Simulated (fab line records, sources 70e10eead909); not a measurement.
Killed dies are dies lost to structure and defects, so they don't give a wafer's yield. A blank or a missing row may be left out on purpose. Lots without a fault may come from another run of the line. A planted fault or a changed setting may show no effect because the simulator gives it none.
fab line records | flow nand_harc | part 2 of 2: steps 23 to 33 of 33
record lots=5 wafers=15 last_day=25
route steps=1159 shown P_M0@263 P_M1@285
lots that met no fault: from a run of the same line without faults
start_h: hours from the record's first day to the start of the lot's first wafer shown | wait_h: hours since the lot's step before | " the same as in the row above | L1.1+2: a row that stands for several wafers | - no value, or no start given | * or withheld: withheld | < > ~ a bound
route shown NAME@n: a module of which the file shows steps, and the number in the route of the first | usual: mean/standard deviation of fault-free wafers | same: alike in all rows | chamber/n: place in a boat | sites: the reading at each site | _std_site: their standard deviation | _edge_site: outer sites' mean less inner sites' | radius_mm: how far each site lies from the wafer's centre | mask NAME#n: copy n | behind: the tool/chamber that last shaped the wafer | hold: why the lot was held/for how many hours/how that ended | device: the transistor (n, p or np) that didn't switch | end of line: the same wafers' tests at the end of the route | a step without rows: its recipe alone | killed: dies lost to structure and defects at the first sort, not the wafer's yield | map: a wafer's dies, x killed, . not, _ none there
set.NAME: the setting as run; set.NAME@STEP: as run at that earlier step | model.NAME: the simulator's own value behind a step, which no gauge read
lots at some steps of the route; a table a step, a row a wafer
services: from which hour (start_h, from the record's first day; less than 0 if before it) a tool's chamber was out of use, for how many hours, and why
## steps
# step NHARC_P_M1_DEHYDRATE_01
# recipe temp_c=150 time_s=120
# usual resist_line_temp_C=23.01/0.1
# same time_s=120
# columns lot.wafer tool chamber start_h wait_h resist_line_temp_C
L074.1 litho_track-06 0 125.34 - 23.12
L074.2 " 0 " " 22.96
L074.6 " 0 " " 23.00
L075.1 litho_track-06 0 131.92 - 23.04
L075.3 " 0 " " 23.03
L075.6 " 0 " " 22.99
L081.1 litho_track-01 0 165.28 - 23.09
L081.3 " 0 " " 22.97
L081.5 " 0 " " 22.88
L088.2 litho_track-01 0 194.62 - 23.14
L088.4 " 0 " " 23.05
L088.5 " 0 " " 23.10
L095.2 litho_track-06 0 254.99 - 23.00
L095.4 " 0 " " 22.85
L095.6 " 0 " " 22.99
# step NHARC_P_M1_HMDS_02
# recipe time_s=30
# usual resist_line_temp_C=22.98/0.11
# same time_s=30
# columns lot.wafer tool chamber start_h wait_h resist_line_temp_C
L074.1 litho_track-06 0 - - 23.04
L074.2 " 0 " " 22.92
L074.6 " 0 " " 23.02
L075.1 litho_track-06 0 - - 23.10
L075.3 " 0 " " 22.92
L075.6 " 0 " " 22.95
L081.1 litho_track-01 0 - - 23.10
L081.3 " 0 " " 23.01
L081.5 " 0 " " 22.84
L088.2 litho_track-01 0 - - 22.99
L088.4 " 0 " " 22.99
L088.5 " 0 " " 23.06
L095.2 litho_track-06 0 - - 23.06
L095.4 " 0 " " 22.94
L095.6 " 0 " " 22.86
# step NHARC_P_M1_COAT_34
# recipe temp_c=200 time_s=65
# usual resist_line_temp_C=23.01/0.092
# same time_s=65
# columns lot.wafer tool chamber start_h wait_h resist_line_temp_C
L074.1 litho_track-06 0 - - 23.04
L074.2 " 0 " " 22.83
L074.6 " 0 " " 22.94
L075.1 litho_track-06 0 - - 22.96
L075.3 " 0 " " 23.01
L075.6 " 0 " " 22.86
L081.1 litho_track-01 0 - - 23.09
L081.3 " 0 " " 23.17
L081.5 " 0 " " 22.95
L088.2 litho_track-01 0 - - 22.95
L088.4 " 0 " " 22.96
L088.5 " 0 " " 23.10
L095.2 litho_track-06 0 - - 23.00
L095.4 " 0 " " 23.00
L095.6 " 0 " " 22.97
# step NHARC_P_M1_COAT_03
# recipe spin_rpm=1500 resist_thk_nm=90
# usual resist_line_temp_C=22.99/0.11
# columns lot.wafer tool chamber start_h wait_h resist_line_temp_C
L074.1 litho_track-06 0 - - 22.97
L074.2 " 0 " " 23.04
L074.6 " 0 " " 23.07
L075.1 litho_track-06 0 - - 23.22
L075.3 " 0 " " 23.01
L075.6 " 0 " " 23.03
L081.1 litho_track-01 0 - - 22.86
L081.3 " 0 " " 22.91
L081.5 " 0 " " 22.90
L088.2 litho_track-01 0 - - 22.91
L088.4 " 0 " " 22.96
L088.5 " 0 " " 22.97
L095.2 litho_track-06 0 - - 23.00
L095.4 " 0 " " 22.86
L095.6 " 0 " " 23.11
# step NHARC_P_M1_SOFTBAKE_04
# recipe temp_c=105 time_s=55
# usual resist_line_temp_C=23.00/0.11
# same time_s=55
# columns lot.wafer tool chamber start_h wait_h resist_line_temp_C
L074.1 litho_track-06 0 - - 23.07
L074.2 " 0 " " 22.96
L074.6 " 0 " " 23.02
L075.1 litho_track-06 0 - - 23.04
L075.3 " 0 " " 22.95
L075.6 " 0 " " 22.94
L081.1 litho_track-01 0 - - 22.84
L081.3 " 0 " " 22.88
L081.5 " 0 " " 22.91
L088.2 litho_track-01 0 - - 22.87
L088.4 " 0 " " 23.06
L088.5 " 0 " " 22.91
L095.2 litho_track-06 0 - - 23.00
L095.4 " 0 " " 23.08
L095.6 " 0 " " 22.90
# step NHARC_P_M1_EBR_05
# usual resist_line_temp_C=23.00/0.11
# columns lot.wafer tool chamber start_h wait_h resist_line_temp_C
L074.1 litho_track-06 0 - - 22.91
L074.2 " 0 " " 23.03
L074.6 " 0 " " 23.06
L075.1 litho_track-06 0 - - 23.11
L075.3 " 0 " " 23.10
L075.6 " 0 " " 22.98
L081.1 litho_track-01 0 - - 22.91
L081.3 " 0 " " 22.92
L081.5 " 0 " " 23.13
L088.2 litho_track-01 0 - - 22.97
L088.4 " 0 " " 22.95
L088.5 " 0 " " 23.06
L095.2 litho_track-06 0 - - 23.01
L095.4 " 0 " " 23.13
L095.6 " 0 " " 22.94
# step NHARC_P_M1_EXPOSE_06
# recipe na=1.35 target_cd_nm=130 dose_mj=81.88 mask_id=P_M1
# columns lot.wafer tool chamber start_h wait_h mask
L074.1+2+6 arfi_scanner-01 0 125.63 - P_M1#0
L075.1+3+6 arfi_scanner-02 0 132.08 - P_M1#0
L081.1+3+5 arfi_scanner-02 0 165.57 - P_M1#0
L088.2+4+5 arfi_scanner-02 0 194.91 - P_M1#0
L095.2+4+6 arfi_scanner-02 0 255.29 - P_M1#0
# step NHARC_P_M1_PEB_07
# recipe peb_temp_c=100 peb_time_s=65
# usual resist_line_temp_C=23.00/0.096
# columns lot.wafer tool chamber start_h wait_h resist_line_temp_C
L074.1 litho_track-04 0 125.69 0.1 22.99
L074.2 " 0 " " 23.01
L074.6 " 0 " " 23.05
L075.1 litho_track-06 0 132.15 0.1 22.87
L075.3 " 0 " " 22.96
L075.6 " 0 " " 22.90
L081.1 litho_track-04 0 165.63 0.1 22.77
L081.3 " 0 " " 23.03
L081.5 " 0 " " 22.94
L088.2 litho_track-04 0 194.97 0.1 22.86
L088.4 " 0 " " 23.07
L088.5 " 0 " " 23.08
L095.2 litho_track-04 0 255.34 0.1 22.92
L095.4 " 0 " " 23.13
L095.6 " 0 " " 22.86
# step NHARC_P_M1_DEVELOP_08
# recipe develop_time_s=35 dev_temp_c=23
# usual developer_temp_C=22.98/0.11 resist_line_temp_C=22.98/0.11
# same develop_time_s=35
# columns lot.wafer tool chamber start_h wait_h developer_temp_C resist_line_temp_C
L074.1 litho_track-04 0 - - 23.02 23.09
L074.2 " 0 " " 22.87 23.02
L074.6 " 0 " " 23.02 22.96
L075.1 litho_track-06 0 - - 22.95 22.90
L075.3 " 0 " " 22.93 23.01
L075.6 " 0 " " 22.88 22.97
L081.1 litho_track-04 0 - - 23.02 22.95
L081.3 " 0 " " 22.94 22.91
L081.5 " 0 " " 22.84 22.94
L088.2 litho_track-04 0 - - 23.01 23.06
L088.4 " 0 " " 23.09 22.96
L088.5 " 0 " " 23.02 22.88
L095.2 litho_track-04 0 - - 23.09 23.05
L095.4 " 0 " " 22.98 23.21
L095.6 " 0 " " 23.06 23.09
# step NHARC_P_M1_CD_MEAS_09
# recipe target_cd_nm=130 landing_energy_ev=500
# usual cd_nm=130.1/0.65
# columns lot.wafer tool chamber start_h wait_h cd_nm
L074.1 cd_sem-01 0 125.77 - 130.3
L074.2 " 0 " " 131.1
L074.6 " 0 " " 130.7
L075.1 cd_sem-03 0 132.22 - 129.8
L075.3 " 0 " " 128.5
L075.6 " 0 " " 129.0
L081.1 cd_sem-01 0 165.71 - 130.2
L081.3 " 0 " " 130.9
L081.5 " 0 " " 131.1
L088.2 cd_sem-03 0 195.05 - 129.9
L088.4 " 0 " " 129.6
L088.5 " 0 " " 130.2
L095.2 cd_sem-03 0 255.42 - 130.7
L095.4 " 0 " " 131.1
L095.6 " 0 " " 130.6
# step NHARC_P_M1_OVL_MEAS_10
# recipe pitch_nm=260
# usual overlay_x_nm=-0.1/0.75 overlay_y_nm=-0.1/0.67
# columns lot.wafer tool chamber start_h wait_h overlay_x_nm overlay_y_nm
L074.1 overlay-01 - 125.86 - 0.8 1.2
L074.2 " - " " 1.2 1.3
L074.6 " - " " 0.6 1.4
L075.1 overlay-02 - 132.31 - -0.6 0.0
L075.3 " - " " -0.2 0.2
L075.6 " - " " -0.2 -0.1
L081.1 overlay-01 - 165.80 - 0.0 0.8
L081.3 " - " " -0.3 -0.3
L081.5 " - " " 0.0 0.3
L088.2 overlay-02 - 195.13 - -0.9 0.6
L088.4 " - " " -0.3 0.2
L088.5 " - " " -0.9 0.3
L095.2 overlay-01 - 255.51 - -0.4 -0.1
L095.4 " - " " -1.0 0.2
L095.6 " - " " -0.7 0.1
## services
# columns tool chamber start_h hours kind
pvd_sputter-03 - 102.00 10.0 pm
pecvd-03 - 111.13 13.0 pm
pvd_sputter-01 - 111.61 9.5 repair
rie_diel-01 3 112.79 4.5 repair
pecvd-01 - 115.33 5.5 repair
litho_track-06 - 117.00 7.0 pm
ecd_cu-02 - 124.81 3.2 repair
rie_diel-01 - 137.80 9.0 pm
litho_track-04 - 141.00 7.0 pm
rie_diel-07 - 156.44 0.5 repair
pvd_sputter-01 - 158.05 10.0 pm
pecvd-03 0 169.67 9.2 repair
rie_diel-01 3 178.96 5.8 repair
ecd_cu-02 - 180.00 8.0 pm
rie_diel-07 2 189.02 4.0 repair
rie_diel-11 - 189.50 9.0 pm
pvd_sputter-02 - 214.02 10.0 pm
rie_diel-11 - 215.80 2.6 repair
pvd_sputter-01 - 219.63 4.7 repair
rie_diel-07 - 225.36 2.6 repair
pecvd-03 0 226.21 5.2 repair
rie_diel-07 - 228.20 9.0 pm
pvd_sputter-01 - 229.52 4.9 repair
pecvd-01 - 237.00 13.0 pm
